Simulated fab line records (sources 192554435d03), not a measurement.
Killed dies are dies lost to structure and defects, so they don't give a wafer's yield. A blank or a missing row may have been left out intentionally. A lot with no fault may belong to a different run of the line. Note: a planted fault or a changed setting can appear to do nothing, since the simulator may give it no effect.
fab line records	flow n5Finfet
[record] lots = 10	wafers = 29	lastDay = 20
route steps=1938 shown BEOL_M1@829 BEOL_M2@843 BEOL_M4@1111 PASSIVATION@1936
lots with no fault: from the same line, run without faults
startH: start of the lot's first displayed wafer, in hours after the record's first day	waitH: hours from the lot's prior step to this one	" same as the row above	L1.1+2: several wafers, shown together as one row	- no value, or no start was given	* or withheld: withheld	< > ~ a bound
route shown NAME@n: names a module that has steps shown in the file, with the first one's number in the route	usual: average and standard deviation across the fault-free wafers	same: alike in all rows	chamber/n: place in a boat	sites: each site's reading	_std_site: standard deviation of those values	_edge_site: mean of outer sites minus mean of inner sites	radiusMm: how far each site lies from the wafer's centre	mask NAME#n: copy n	behind: tool/chamber where the wafer was last shaped	hold: reason for holding the lot/hours on hold/outcome of the hold	device: names the non-switching transistor (n, p or np)	end of line: the same wafers' tests at the end of the route	a step given without rows: its recipe and nothing more	killed: the dies lost at the first sort to structure and to defects; this is not the yield of the wafer	map: a wafer's dies, x killed, . not, _ none there
set.NAME: the run value of the setting; set.NAME@STEP: its run value at that earlier step	model.NAME: the simulator's own value behind a step, which no gauge read
the route's steps for a sample of lots (tables are steps, rows are wafers)
services: the hour from which a tool's chamber was out of use, counted from the record's first day as startH (under 0 if before that day), plus the number of hours and why
[[steps]]
[step N5_BEOL_M1_ANNEAL_95]
[recipe] tempC = 400	timeS = 240	ambient = vacuum
[usual] heaterPowerW = 809/56
lot.wafer	tool	chamber	startH	waitH	heaterPowerW
L785.2	pvdSputter-01	-	131.41	0.0	853
L785.3	"	-	"	"	920
L785.5	"	-	"	"	756
L786.3	pvdSputter-02	-	145.23	0.0	756
L786.5	"	-	"	"	772
L786.6	"	-	"	"	798
L793.2	pvdSputter-02	-	186.65	0.0	784
L793.4	"	-	"	"	710
L793.5	"	-	"	"	857
L798.1	pvdSputter-02	-	211.90	0.0	779
L798.2	"	-	"	"	866
L798.4	"	-	"	"	719
L797.2	pvdSputter-02	-	220.97	0.0	721
L797.4	"	-	"	"	762
L797.6	"	-	"	"	708
L800.1	pvdSputter-02	-	229.33	0.0	730
L800.2	"	-	"	"	784
L800.6	"	-	"	"	762
L801.1	pvdSputter-01	-	244.59	0.0	854
L801.3	"	-	"	"	928
L801.5	"	-	"	"	849
L802.1	pvdSputter-03	-	245.00	0.0	899
L802.4	"	-	"	"	806
L802.5	"	-	"	"	798
L804.3	pvdSputter-03	-	265.00	0.0	835
L804.6	"	-	"	"	797
L805.4	pvdSputter-02	-	265.22	0.0	715
L805.5	"	-	"	"	756
L805.6	"	-	"	"	854
[step N5_BEOL_M2_PECVD_72]
[recipe] material = SiO2	targetThkA = 160	tempC = 400	precursor = TEOS/O2	pressureTorr = 5.5	rfW = 450	teosFlowSccm = 53.8	gas = O2	flowSccm = 3000	timeS = 18
[usual] heaterPowerW = 771/130	showerheadPlenumPTorr = 8.79/0.072	showerheadVppV = 1279/67	throttleValvePct = 23.1/1.9
lot.wafer	tool	chamber	startH	waitH	heaterPowerW	showerheadPlenumPTorr	showerheadVppV	sinceWetCleanH	throttleValvePct
L785.2	pecvd-01	0	132.85	0.0	724	8.77	1253	1018	23.6
L785.3	"	0	"	"	720	8.75	1248	-	23.4
L785.5	"	0	"	"	720	8.76	1217	-	23.8
L786.3	pecvd-01	0	146.72	0.0	737	8.75	1264	1032	23.4
L786.5	"	0	"	"	739	8.76	1233	-	23.7
L786.6	"	2	"	"	824	8.79	1132	-	21.0
L793.2	pecvd-04	2	188.03	0.0	836	8.67	1375	500	21.5
L793.4	"	1	"	"	719	8.78	1275	-	27.3
L793.5	"	0	"	"	628	8.91	1366	-	23.0
L798.1	pecvd-03	2	213.25	0.0	1078	8.70	1287	161	22.0
L798.2	"	1	"	"	793	8.87	1303	1642	21.3
L798.4	"	1	"	"	773	8.84	1300	-	21.2
L797.2	pecvd-01	1	222.35	0.0	571	8.76	1262	1832	22.4
L797.4	"	1	"	"	559	8.78	1263	-	22.7
L797.6	"	2	"	"	808	8.80	1119	-	21.2
L800.1	pecvd-01	2	230.73	0.0	774	8.82	1136	342	21.5
L800.2	"	0	"	"	708	8.76	1228	1116	23.6
L800.6	"	2	"	"	808	8.80	1138	-	21.5
L801.1	pecvd-03	2	246.00	0.0	1035	8.73	1263	193	22.3
L801.3	"	1	"	"	777	8.86	1303	1675	21.5
L801.5	"	0	"	"	801	8.84	1276	-	25.8
L802.1	pecvd-04	1	246.36	0.0	681	8.80	1333	2038	27.4
L802.4	"	0	"	"	736	8.91	1338	-	23.0
L802.5	"	1	"	"	667	8.79	1299	-	27.4
L804.3	pecvd-04	0	266.41	0.0	670	8.92	1352	1333	23.0
L804.6	"	1	"	"	678	8.79	1300	-	27.3
L805.4	pecvd-04	2	266.60	0.1	844	8.68	1381	-	21.8
L805.5	"	0	"	"	761	8.90	1389	-	23.0
L805.6	"	1	"	"	690	8.78	1294	-	27.7
[step N5_BEOL_M2_EXPOSE_08]
[recipe] maskId = M2	na = 0.33	sourceShape = dipole	sigmaInner = 0.369	sigmaOuter = 0.767	polarization = unpolarized	doseMj = 41.25
[same] dipoleOpeningDeg = 79.7	sigmaInner = 0.369
lot.wafer	tool	chamber	startH	waitH	mask
L785.2+3+5	euvScanner-01	0	134.48	-	M2#0
L786.3+5+6	euvScanner-02	0	148.85	-	M2#0
L793.2+4+5	euvScanner-02	0	189.23	-	M2#0
L798.1+2+4	euvScanner-02	0	214.07	-	M2#0
L797.2+4+6	euvScanner-02	0	223.86	-	M2#0
L800.1+2+6	euvScanner-02	0	232.90	-	M2#0
L801.1+3+5	euvScanner-01	0	246.63	-	M2#0
L802.1+4+5	euvScanner-01	0	246.68	-	M2#0
L804.3+6	euvScanner-01	0	267.44	-	M2#0
L805.4+5+6	euvScanner-01	0	267.49	-	M2#0
[step N5_BEOL_M2_CD_MEAS_11]
[recipe] targetCdNm = 16.79	landingEnergyEv = 500	detector = seInlens	polarity = opening
[usual] cdNm = 16.86/0.26
lot.wafer	tool	chamber	startH	waitH	cdNm
L785.2	cdSem-03	0	134.60	-	17.10
L785.3	"	0	"	"	17.34
L785.5	"	0	"	"	16.66
L786.3	cdSem-01	0	148.97	-	16.95
L786.5	"	0	"	"	16.50
L786.6	"	0	"	"	17.32
L793.2	cdSem-03	0	189.36	-	16.53
L793.4	"	0	"	"	16.88
L793.5	"	0	"	"	16.82
L798.1	cdSem-01	0	214.20	-	16.77
L798.2	"	0	"	"	16.96
L798.4	"	0	"	"	17.24
L797.2	cdSem-01	0	223.99	-	17.04
L797.4	"	0	"	"	16.74
L797.6	"	0	"	"	17.08
L800.1	cdSem-03	0	233.03	-	16.63
L800.2	"	0	"	"	16.59
L800.6	"	0	"	"	16.21
L801.1	cdSem-01	0	246.77	-	16.32
L801.3	"	0	"	"	17.10
L801.5	"	0	"	"	16.95
L802.1	cdSem-02	0	246.81	-	16.82
L802.4	"	0	"	"	16.77
L802.5	"	0	"	"	16.81
L804.3	cdSem-03	0	267.56	-	17.16
L804.6	"	0	"	"	16.41
L805.4	cdSem-01	0	267.61	-	17.22
L805.5	"	0	"	"	17.04
L805.6	"	0	"	"	16.69
[step N5_BEOL_M2_OVL_MEAS_12]
[recipe] pointsPerWafer = 522
[usual] M2_OVL = 0.4/0.73
[same] pointsPerWafer = 522
lot.wafer	tool	chamber	startH	waitH	M2_OVL[nm]
L785.2	overlay-01	0	134.64	0.0	1.2
L785.3	"	0	"	"	0.9
L785.5	"	0	"	"	0.3
L786.3	overlay-01	0	149.01	0.0	0.7
L786.5	"	0	"	"	0.7
L786.6	"	0	"	"	0.9
L793.2	overlay-02	0	189.39	0.0	0.7
L793.4	"	0	"	"	0.5
L793.5	"	0	"	"	0.8
L798.1	overlay-02	0	214.23	0.0	0.6
L798.2	"	0	"	"	-0.2
L798.4	"	0	"	"	0.6
L797.2	overlay-02	0	224.03	0.0	13.3
L797.4	"	0	"	"	12.8
L797.6	"	0	"	"	13.3
L800.1	overlay-01	0	233.06	0.0	13.2
L800.2	"	0	"	"	13.1
L800.6	"	0	"	"	13.5
L801.1	overlay-02	0	246.80	0.0	0.7
L801.3	"	0	"	"	0.7
L801.5	"	0	"	"	0.5
L802.1	overlay-01	0	246.84	0.0	0.1
L802.4	"	0	"	"	0.6
L802.5	"	0	"	"	0.0
L804.3	overlay-02	0	267.60	0.0	-0.2
L804.6	"	0	"	"	-0.3
L805.4	overlay-01	0	267.65	0.0	1.3
L805.5	"	0	"	"	1.4
L805.6	"	0	"	"	1.2
[step N5_BEOL_M4_RC_MEAS_101]
[usual] DIBL_N = 36.5/2.1	DIBL_P = 36.6/2.6	IOFF_N = 0.17/0.044	IOFF_P = 0.21/0.048	ION_N = 674/17	ION_P = 462/9.5	SS_N = 71.6/0.77	SS_P = 73.5/0.72	VT_N = 250/4.2	VT_P = -250/3.9
lot.wafer	tool	chamber	startH	waitH	DIBL_N[mV/V]	DIBL_P[mV/V]	IOFF_N[nA/um]	IOFF_P[nA/um]	ION_N[uA/um]	ION_P[uA/um]	SS_N[mV/dec]	SS_P[mV/dec]	VT_N[mV]	VT_P[mV]
L785.2	prober-02	0	194.37	0.2	36.8	36.2	0.19	0.25	686	468	71.4	74.0	246	-245
L785.3	"	0	"	"	34.5	33.7	0.15	0.22	673	466	71.3	73.4	252	-247
L785.5	"	0	"	"	35.9	34.8	0.18	0.22	683	469	71.5	73.4	245	-249
L786.3	prober-02	0	217.95	0.3	33.3	32.4	0.09	0.16	644	452	70.7	71.9	259	-254
L786.5	"	0	"	"	38.8	39.3	0.19	0.26	676	469	71.5	74.8	250	-247
L786.6	"	0	"	"	31.5	30.2	0.08	0.13	636	452	70.1	72.3	262	-256
L793.2	prober-02	0	250.70	0.2	35.6	36.7	0.16	0.20	667	461	71.5	73.4	247	-250
L793.4	"	0	"	"	36.0	35.2	0.15	0.17	651	445	72.3	73.0	253	-253
L793.5	"	0	"	"	32.7	32.9	0.11	0.16	653	454	70.0	73.2	254	-254
L798.1	prober-01	0	288.22	0.0	38.7	38.6	0.21	0.25	703	473	71.7	74.1	243	-249
L798.2	"	0	"	"	38.1	38.9	0.21	0.25	696	480	71.5	73.7	244	-248
L798.4	"	0	"	"	36.4	36.6	0.16	0.21	677	455	70.9	73.3	248	-250
L802.1	prober-01	0	299.93	0.0	37.2	36.8	0.19	0.27	692	484	72.1	74.2	245	-244
L802.4	"	0	"	"	33.4	33.5	0.13	0.20	670	467	70.7	73.6	251	-249
L802.5	"	0	"	"	35.6	34.8	0.16	0.23	662	469	71.8	73.9	249	-244
L797.2	prober-02	0	300.01	0.2	37.6	39.6	0.18	0.24	667	456	72.1	74.0	250	-249
L797.4	"	0	"	"	33.3	33.2	0.12	0.15	664	453	70.7	72.2	253	-255
L797.6	"	0	"	"	38.7	41.4	0.20	0.28	664	460	72.3	74.4	247	-250
L800.1	prober-02	0	300.79	0.5	37.3	36.0	0.16	0.23	677	461	71.2	73.4	248	-247
L800.2	"	0	"	"	35.9	32.5	0.13	0.17	642	446	70.9	72.0	254	-252
L800.6	"	0	"	"	33.9	32.2	0.11	0.17	643	449	70.0	71.7	252	-249
L804.3	prober-01	0	317.52	0.3	36.3	36.1	0.14	0.17	664	456	72.5	73.6	254	-256
L804.6	"	0	"	"	35.6	35.6	0.12	0.15	648	443	71.6	73.0	254	-259
L801.1	prober-01	0	320.73	0.6	35.4	36.2	0.16	0.21	656	459	71.1	74.2	251	-250
L801.3	"	0	"	"	36.4	38.3	0.19	0.23	682	465	71.7	74.2	247	-251
L801.5	"	0	"	"	34.7	35.6	0.14	0.19	649	455	71.7	73.3	253	-250
L805.4	prober-01	0	331.73	0.5	37.5	38.9	0.19	0.24	684	467	71.8	73.3	248	-251
L805.5	"	0	"	"	36.8	37.7	0.17	0.23	680	472	72.5	73.1	249	-248
L805.6	"	0	"	"	38.7	40.5	0.22	0.26	683	461	72.5	73.6	247	-246
[step N5_PASSIVATION_PROBE_49]
[usual] defectLimitedYield = 91.2/1.5	killed_at_M0_to_M3 = 36/10	killed_at_M4_up = 14/5.2	killedAtContacts = 12/6	killedAtFrontEnd = 37/10	killedAtOther = 4/3.3	killedDies = 104/18	killedOnRim = 14/4.1	killedOpen = 68/14	killedShort = 34/7.4	sort_bin_5_function = 5.2/1	sort_bin_6_memory = 3.3/0.7	sort_bin_8_speed = 0.01/0.045	sortNPass = 1076/18	sortYieldPct = 91.2/1.5
[same] grossDies = 1180	killedAtBackSide = 0	sort_bin_4_leakage[%] = 0
lot.wafer	tool	chamber	startH	waitH	defectLimitedYield[%]	killed_at_M0_to_M3	killed_at_M4_up	killedAtContacts	killedAtFrontEnd	killedAtOther	killedDies	killedOnRim	killedOpen	killedShort	sort_bin_5_function[%]	sort_bin_6_memory[%]	sort_bin_8_speed[%]	sortNPass	sortYieldPct[%]
L785.2	prober-01	-	301.25	0.1	90.8	33	28	23	22	2	108	17	80	26	4.8	4.1	0	1072	90.8
L785.3	prober-01	-	301.30	0.1	91.9	47	10	16	22	1	96	15	50	45	4.7	3.2	0	1084	91.9
L785.5	prober-01	-	301.40	0.2	91.0	44	22	9	29	2	106	10	75	31	4.2	4.4	0	1074	91.0
L786.3	prober-01	-	319.01	0.1	88.5	39	14	21	58	4	136	17	90	44	6.9	4.4	0	1044	88.5
L786.5	prober-01	-	319.11	0.2	88.9	31	21	12	56	11	131	15	82	42	6.8	4.0	0	1049	88.9
L786.6	prober-01	-	319.16	0.3	90.0	44	23	16	35	0	118	19	82	31	6.4	3.1	0.17	1060	89.8
L793.2	prober-02	-	348.20	0.1	89.7	46	19	22	26	8	121	17	85	35	6.6	3.1	0	1059	89.7
L793.4	prober-02	-	348.30	0.2	87.6	44	27	12	57	6	146	17	102	42	7.6	4.5	0	1034	87.6
L793.5	prober-02	-	348.35	0.2	87.6	63	26	14	36	7	146	19	95	48	7.9	4.0	0	1034	87.6
L800.1	prober-01	-	399.06	0.0	0.3	1122	14	6	29	5	1176	152	70	24	50.5	2.8	0	4	0.3
L800.2	prober-01	-	399.11	0.1	1.9	1086	10	7	46	8	1157	149	75	31	51.4	3.6	0	23	1.9
L800.6	prober-01	-	399.31	0.3	0.4	1128	13	3	28	3	1175	152	49	20	52.2	1.8	0	5	0.4
L798.1	prober-01	-	401.20	0.0	91.9	41	15	2	34	4	96	9	67	29	4.8	3.1	0	1084	91.9
L798.2	prober-01	-	401.25	0.1	91.3	33	22	9	35	4	103	13	67	33	4.7	3.8	0	1077	91.3
L798.4	prober-01	-	401.35	0.2	93.7	24	11	9	27	3	74	8	48	24	3.3	2.8	0	1106	93.7
L797.2	prober-02	-	419.64	0.1	1.3	1097	12	25	29	2	1165	151	55	36	48.1	4.0	0	15	1.3
L797.4	prober-02	-	419.74	0.2	3.4	1063	21	9	43	4	1140	150	60	47	47.0	3.7	0	40	3.4
L797.6	prober-02	-	419.84	0.3	1.4	1095	21	17	28	2	1163	147	75	28	49.3	3.4	0	17	1.4
L802.1	prober-01	-	420.03	0.0	92.6	25	9	7	32	14	87	14	45	34	4.0	3.1	0	1093	92.6
L802.4	prober-01	-	420.18	0.2	91.1	29	21	8	37	10	105	19	67	34	4.9	3.9	0	1075	91.1
L802.5	prober-01	-	420.23	0.2	91.9	36	13	9	26	11	95	17	60	30	3.7	4.0	0	1085	91.9
L804.3	prober-01	-	439.15	0.1	92.5	40	12	3	29	5	89	12	55	34	4.1	3.2	0	1091	92.5
L804.6	prober-01	-	439.30	0.3	90.2	47	10	9	48	2	116	10	65	51	5.8	3.9	0	1064	90.2
L805.4	prober-02	-	460.19	0.2	93.1	42	10	7	22	0	81	8	54	26	4.4	2.1	0	1099	93.1
L805.5	prober-02	-	460.24	0.2	92.7	42	10	6	27	1	86	6	55	30	4.4	2.6	0	1094	92.7
L805.6	prober-02	-	460.29	0.3	91.3	54	9	16	23	1	103	17	72	30	4.3	4.3	0	1077	91.3
L801.1	prober-01	-	470.34	0.0	91.4	36	12	9	43	1	101	11	64	35	5.6	2.8	0	1079	91.4
L801.3	prober-01	-	470.44	0.1	91.2	27	15	4	47	11	104	12	76	27	4.2	4.2	0.08	1076	91.2
L801.5	prober-01	-	470.54	0.2	91.9	22	6	12	49	6	95	12	62	31	4.5	3.3	0	1085	91.9
// killed by level:class
L785.2 MOL_CONTACT_COAG:geometricParticle:open=20 BEOL_M4:geometricParticle:open=11 BEOL_M1:geometricParticle:open=8 FIN_SAQP:geometricParticle:open=7 STI_FIN_REVEAL:geometricParticle:open=5 BEOL_M0_SAQP:geometricParticle:short=5 BEOL_M0_SAQP:geometricParticle:open=5 BEOL_M5:geometricParticle:open=5
L785.3 MOL_CONTACT_COAG:geometricParticle:open=13 BEOL_M0_SAQP:geometricParticle:short=13 BEOL_M1:geometricParticle:open=10 FIN_SAQP:geometricParticle:short=7 BEOL_M1:geometricParticle:short=6 BEOL_M0_SAQP:geometricParticle:open=5 STI_FIN_REVEAL:geometricParticle:open=4 BEOL_M0:geometricParticle:short=4
L785.5 BEOL_M1:geometricParticle:open=15 FIN_SAQP:geometricParticle:open=10 BEOL_M0_SAQP:geometricParticle:short=10 BEOL_M0_SAQP:geometricParticle:open=9 MOL_CONTACT_COAG:geometricParticle:open=7 BEOL_M4:geometricParticle:open=7 BEOL_M5:geometricParticle:open=6 FIN_SAQP:geometricParticle:short=4
L786.3 STI_FIN_REVEAL:geometricParticle:open=21 MOL_CONTACT_COAG:geometricParticle:open=16 BEOL_M0_SAQP:geometricParticle:short=10 STI_FIN_REVEAL:geometricParticle:short=9 BEOL_M2:geometricParticle:open=9 FIN_SAQP:geometricParticle:short=7 BEOL_M0_SAQP:geometricParticle:open=7 FIN_SAQP:geometricParticle:open=6
L786.5 FIN_SAQP:geometricParticle:open=15 MOL_CONTACT_COAG:geometricParticle:open=12 FIN_SAQP:geometricParticle:short=9 BEOL_M0_SAQP:geometricParticle:short=9 BEOL_M1:geometricParticle:open=8 BEOL_M4:geometricParticle:open=8 STI_FIN_REVEAL:geometricParticle:open=6 BEOL_M0_SAQP:geometricParticle:open=6
L786.6 BEOL_M4:geometricParticle:open=17 MOL_CONTACT_COAG:geometricParticle:open=13 BEOL_M3:geometricParticle:open=13 FIN_SAQP:geometricParticle:open=8 BEOL_M0_SAQP:geometricParticle:short=7 BEOL_M0_SAQP:geometricParticle:open=6 BEOL_M1:geometricParticle:open=6 BEOL_M1:geometricParticle:short=4
L793.2 MOL_CONTACT_COAG:geometricParticle:open=17 BEOL_M3:geometricParticle:open=15 BEOL_M0_SAQP:geometricParticle:open=10 BEOL_M0_SAQP:geometricParticle:short=8 BEOL_M4:geometricParticle:open=7 MOL_CONTACT_COAG:geometricParticle:short=5 BEOL_M1:geometricParticle:open=5 FIN_SAQP:geometricParticle:open=4
L793.4 STI_FIN_REVEAL:geometricParticle:open=24 BEOL_M4:geometricParticle:open=14 BEOL_M3:geometricParticle:open=11 MOL_CONTACT_COAG:geometricParticle:open=8 BEOL_M2:geometricParticle:open=8 BEOL_M0_SAQP:geometricParticle:short=7 STARTING-WAFER:geometricParticle:open=7 ILD0:geometricParticle:open=5
L793.5 BEOL_M3:geometricParticle:open=15 BEOL_M2:geometricParticle:open=15 BEOL_M4:geometricParticle:open=13 MOL_CONTACT_COAG:geometricParticle:open=11 BEOL_M0_SAQP:geometricParticle:short=9 BEOL_M0_SAQP:geometricParticle:open=6 STARTING-WAFER:geometricParticle:open=6 BEOL_M3:geometricParticle:short=5
L800.1 BEOL_M2:overlay=1081 BEOL_M2:geometricParticle:open=12 BEOL_M3:geometricParticle:open=10 FIN_SAQP:geometricParticle:open=7 STI_FIN_REVEAL:geometricParticle:open=7 BEOL_M4:geometricParticle:open=7 BEOL_M0_SAQP:geometricParticle:short=5 BEOL_M0_SAQP:geometricParticle:open=5
L800.2 BEOL_M2:overlay=1037 BEOL_M0_SAQP:geometricParticle:open=15 HKMG_FIN:areaEtch=14 BEOL_M3:geometricParticle:open=11 BEOL_M0_SAQP:geometricParticle:short=8 MOL_CONTACT_COAG:geometricParticle:open=7 FIN_SAQP:geometricParticle:open=6 BEOL_M4:geometricParticle:open=6
L800.6 BEOL_M2:overlay=1105 BEOL_M0_SAQP:geometricParticle:open=7 BEOL_M3:geometricParticle:open=7 FIN_SAQP:geometricParticle:open=6 BEOL_M4:geometricParticle:open=6 GATE_CUT:geometricParticle:short=5 STI_FIN_REVEAL:geometricParticle:open=4 BEOL_M0_SAQP:geometricParticle:short=4
L798.1 BEOL_M0_SAQP:geometricParticle:short=14 STI_FIN_REVEAL:geometricParticle:open=10 BEOL_M3:geometricParticle:open=10 FIN_SAQP:geometricParticle:open=7 BEOL_M0_SAQP:geometricParticle:open=7 BEOL_M4:geometricParticle:open=6 FIN_SAQP:geometricParticle:short=4 BEOL_M7:geometricParticle:open=4
L798.2 BEOL_M4:geometricParticle:open=13 BEOL_M0_SAQP:geometricParticle:open=12 MOL_CONTACT_COAG:geometricParticle:open=9 STI_FIN_REVEAL:geometricParticle:open=8 BEOL_M0_SAQP:geometricParticle:short=7 FIN_SAQP:geometricParticle:short=6 FIN_SAQP:geometricParticle:open=5 DUMMY_GATE:geometricParticle:open=4
L798.4 BEOL_M0_SAQP:geometricParticle:open=9 FIN_SAQP:geometricParticle:open=7 MOL_CONTACT_COAG:geometricParticle:open=7 BEOL_M0_SAQP:geometricParticle:short=6 BEOL_M0:geometricParticle:open=4 STARTING-WAFER:geometricParticle:short=4 GATE_CUT:geometricParticle:open=3 GATE_CUT:geometricParticle:short=3
L797.2 BEOL_M2:overlay=1073 MOL_CONTACT_COAG:geometricParticle:open=20 FIN_SAQP:geometricParticle:short=5 MOL_CONTACT_COAG:geometricParticle:short=5 BEOL_M0_SAQP:geometricParticle:open=5 BEOL_M3:geometricParticle:short=5 DUMMY_GATE:geometricParticle:open=4 BEOL_M5:geometricParticle:short=4
L797.4 BEOL_M2:overlay=1033 FIN_SAQP:geometricParticle:open=13 BEOL_M0_SAQP:geometricParticle:open=9 BEOL_M0_SAQP:geometricParticle:short=9 MOL_CONTACT_COAG:geometricParticle:open=6 BEOL_M5:geometricParticle:short=6 FIN_SAQP:geometricParticle:short=5 ILD0:geometricParticle:short=5
L797.6 BEOL_M2:overlay=1060 MOL_CONTACT_COAG:geometricParticle:open=15 BEOL_M0_SAQP:geometricParticle:open=15 DUMMY_GATE:geometricParticle:open=7 BEOL_M4:geometricParticle:open=7 BEOL_M3:geometricParticle:open=6 BEOL_M0_SAQP:geometricParticle:short=6 FIN_SAQP:geometricParticle:open=5
L802.1 STI_FIN_REVEAL:geometricParticle:open=8 MOL_CONTACT_COAG:geometricParticle:open=6 PASSIVATION:areaEtch=6 BEOL_M0_SAQP:geometricParticle:short=5 BEOL_M4:geometricParticle:open=5 STARTING-WAFER:geometricParticle:short=5 FIN_SAQP:geometricParticle:short=4 GATE_CUT:geometricParticle:short=4
L802.4 BEOL_M0_SAQP:geometricParticle:open=8 BEOL_M0_SAQP:geometricParticle:short=7 BEOL_M3:geometricParticle:open=7 BEOL_M4:geometricParticle:open=7 BEOL_M3:geometricParticle:short=6 GATE_CUT:geometricParticle:short=6 MOL_CONTACT_COAG:geometricParticle:open=6 BEOL_M5:geometricParticle:open=6
L802.5 FIN_SAQP:geometricParticle:open=8 MOL_CONTACT_COAG:geometricParticle:open=8 BEOL_M3:geometricParticle:open=8 BEOL_M4:geometricParticle:open=8 BEOL_M0_SAQP:geometricParticle:short=6 GATE_CUT:geometricParticle:short=5 BEOL_M0_SAQP:geometricParticle:open=5 FIN_SAQP:geometricParticle:short=4
L804.3 BEOL_M0_SAQP:geometricParticle:short=11 FIN_SAQP:geometricParticle:open=10 BEOL_M3:geometricParticle:open=9 DUMMY_GATE:geometricParticle:open=7 BEOL_M0_SAQP:geometricParticle:open=7 BEOL_M1:geometricParticle:open=5 FIN_SAQP:geometricParticle:short=3 BEOL_M2:geometricParticle:open=3
L804.6 BEOL_M0_SAQP:geometricParticle:short=19 BEOL_M0_SAQP:geometricParticle:open=13 FIN_SAQP:geometricParticle:open=11 DUMMY_GATE:geometricParticle:open=10 FIN_SAQP:geometricParticle:short=9 MOL_CONTACT_COAG:geometricParticle:open=6 BEOL_M5:geometricParticle:open=5 BEOL_M2:geometricParticle:open=4
L805.4 BEOL_M3:geometricParticle:open=8 BEOL_M3:geometricParticle:short=7 BEOL_M1:geometricParticle:open=7 BEOL_M0_SAQP:geometricParticle:open=6 MOL_CONTACT_COAG:geometricParticle:open=6 BEOL_M2:geometricParticle:open=6 BEOL_M1:geometricParticle:short=5 FIN_SAQP:geometricParticle:open=4
L805.5 BEOL_M3:geometricParticle:open=14 BEOL_M1:geometricParticle:open=9 MOL_CONTACT_COAG:geometricParticle:open=6 BEOL_M0_SAQP:geometricParticle:short=6 FIN_SAQP:geometricParticle:open=5 GATE_CUT:geometricParticle:short=5 BEOL_M0_SAQP:geometricParticle:open=5 ILD0:geometricParticle:short=4
L805.6 MOL_CONTACT_COAG:geometricParticle:open=14 BEOL_M3:geometricParticle:open=13 BEOL_M0_SAQP:geometricParticle:open=10 BEOL_M0_SAQP:geometricParticle:short=9 BEOL_M2:geometricParticle:open=9 BEOL_M1:geometricParticle:open=5 GATE_CUT:geometricParticle:short=4 BEOL_M3:geometricParticle:short=4
L801.1 BEOL_M2:geometricParticle:open=12 STI_FIN_REVEAL:geometricParticle:open=11 FIN_SAQP:geometricParticle:open=9 FIN_SAQP:geometricParticle:short=6 BEOL_M0_SAQP:geometricParticle:open=6 GATE_CUT:geometricParticle:short=5 MOL_CONTACT_COAG:geometricParticle:open=5 BEOL_M4:geometricParticle:open=5
L801.3 FIN_SAQP:geometricParticle:open=22 GATE_CUT:geometricParticle:open=9 FIN_SAQP:geometricParticle:short=8 BEOL_M0_SAQP:geometricParticle:short=8 BEOL_M5:geometricParticle:open=8 BEOL_M0_SAQP:geometricParticle:open=6 MIM_TOP:geometricParticle:open=5 STI_FIN_REVEAL:geometricParticle:open=4
L801.5 FIN_SAQP:geometricParticle:open=14 MOL_CONTACT_COAG:geometricParticle:open=10 STI_FIN_REVEAL:geometricParticle:open=9 GATE_CUT:geometricParticle:short=8 FIN_SAQP:geometricParticle:short=5 BEOL_M1:geometricParticle:open=5 DUMMY_GATE:geometricParticle:open=4 BEOL_M2:geometricParticle:short=4
[[services]]
tool	chamber	startH	hours	kind
euvScanner-01	-	113.23	1.0	pm
euvScanner-01	-	118.20	5.8	pm
pecvd-01	0	126.68	2.1	scheduledDown
pecvd-01	1	132.36	2.1	scheduledDown
pecvd-03	0	133.11	3.9	repair
pecvd-04	-	137.39	14.6	pm
euvScanner-02	0	151.97	-	calibration
euvScanner-02	-	153.68	1.0	pm
pvdSputter-01	-	155.50	4.5	repair
pecvd-04	-	162.72	5.5	pm
euvScanner-01	-	169.38	1.0	pm
pecvd-04	0	180.19	2.1	scheduledDown
pecvd-01	-	194.92	1.3	repair
euvScanner-02	-	209.83	1.0	pm
euvScanner-01	0	216.25	-	calibration
pvdSputter-01	-	219.23	4.0	repair
euvScanner-01	-	225.53	1.0	pm
pecvd-03	1	226.92	4.8	repair
pecvd-04	2	238.72	5.5	scheduledDown
pecvd-04	1	247.44	2.1	scheduledDown
pecvd-03	-	255.03	14.6	pm
euvScanner-02	-	259.35	4.0	repair
euvScanner-02	-	263.37	4.6	pm
[[key]]
[firstSign] step = N5_BEOL_M2_OVL_MEAS_12	reading = M2_OVL	direction = up	sigmas = 18	usual = 0.4	struck = 13.2
[effect] step = N5_PASSIVATION_PROBE_49	reading = killed_at_M0_to_M3	direction = up	sigmas = 99+	usual = 36	struck = 1098
[moreKillsBornAt] N5_BEOL_M2_EXPOSE_08@euvScanner-02 = 6389
metAt N5_BEOL_M2_EXPOSE_08
struckLots L797,L800
notActingAt N5_BEOL_M1_ANNEAL_95,N5_BEOL_M2_PECVD_72,N5_BEOL_M2_CD_MEAS_11
onsetBetween 214.07 223.86
[fault] kind = scannerMatchingOverlay	tool = euvScanner-02	chamber = -	onsetH = 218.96	steps = N5_BEOL_M2_EXPOSE_08	offset = 13.187
